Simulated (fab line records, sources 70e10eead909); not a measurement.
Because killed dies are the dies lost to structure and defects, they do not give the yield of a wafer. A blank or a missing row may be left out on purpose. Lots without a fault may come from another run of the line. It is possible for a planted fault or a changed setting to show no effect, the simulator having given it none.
Matching of chambers || flow nand harc || 4 sister chambers for NHARC_A_WL_FILL_ALD_02 on ald metal-01
The step deposits TiN, target thk 2 nm, pulse time 3 s, ald cycles 100. 4 wafers are shown with their chamber, then 7 later ones without.

EACH WAFER AND ITS CHAMBER
{"wafer": "L076.3", "chamber": 0, "heater power w (W)": 1001}
{"wafer": "L083.5", "chamber": 1, "heater power w (W)": 1130}
{"wafer": "L088.1", "chamber": 3, "heater power w (W)": 1145}
{"wafer": "L088.2", "chamber": 2, "heater power w (W)": 1298}

WAFERS WITHOUT THEIR CHAMBER
{"wafer": "L088.5", "heater power w (W)": 931}
{"wafer": "L089.4", "heater power w (W)": 1124}
{"wafer": "L089.5", "heater power w (W)": 1261}
{"wafer": "L089.6", "heater power w (W)": 1151}
{"wafer": "L091.1", "heater power w (W)": 1172}
{"wafer": "L091.4", "heater power w (W)": 948}
{"wafer": "L091.5", "heater power w (W)": 1175}

CHAMBER TAKEN BY EACH
{"wafer": "L088.5", "from the rows above": 0, "in truth": 0}
{"wafer": "L089.4", "from the rows above": "can't be placed: 1 or 3", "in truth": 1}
{"wafer": "L089.5", "from the rows above": 2, "in truth": 2}
{"wafer": "L089.6", "from the rows above": "can't be placed: 3 or 1", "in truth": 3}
{"wafer": "L091.1", "from the rows above": "can't be placed: 3 or 1", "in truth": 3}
{"wafer": "L091.4", "from the rows above": 0, "in truth": 0}
{"wafer": "L091.5", "from the rows above": "can't be placed: 3 or 1", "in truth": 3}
Correct placement for 3 of the 7. Not placeable from these rows: 4 (in 4, the candidates include the true chamber). Number placed wrongly: 0.
How it was worked out, from the rows above alone: a wafer's distance from a chamber is the root of the sum, over the readings, of the square of ((its reading less the chamber's mean) divided by the reading's scatter). The wafer belongs to the nearest chamber; if the next one is less than 2 further off, it can't be placed. For every chamber, the mean is computed from those of its wafers that are shown. The scatter (one wafer shown for each chamber): square how far every hidden wafer sits from the nearest shown wafer, average those squares and take the square root.
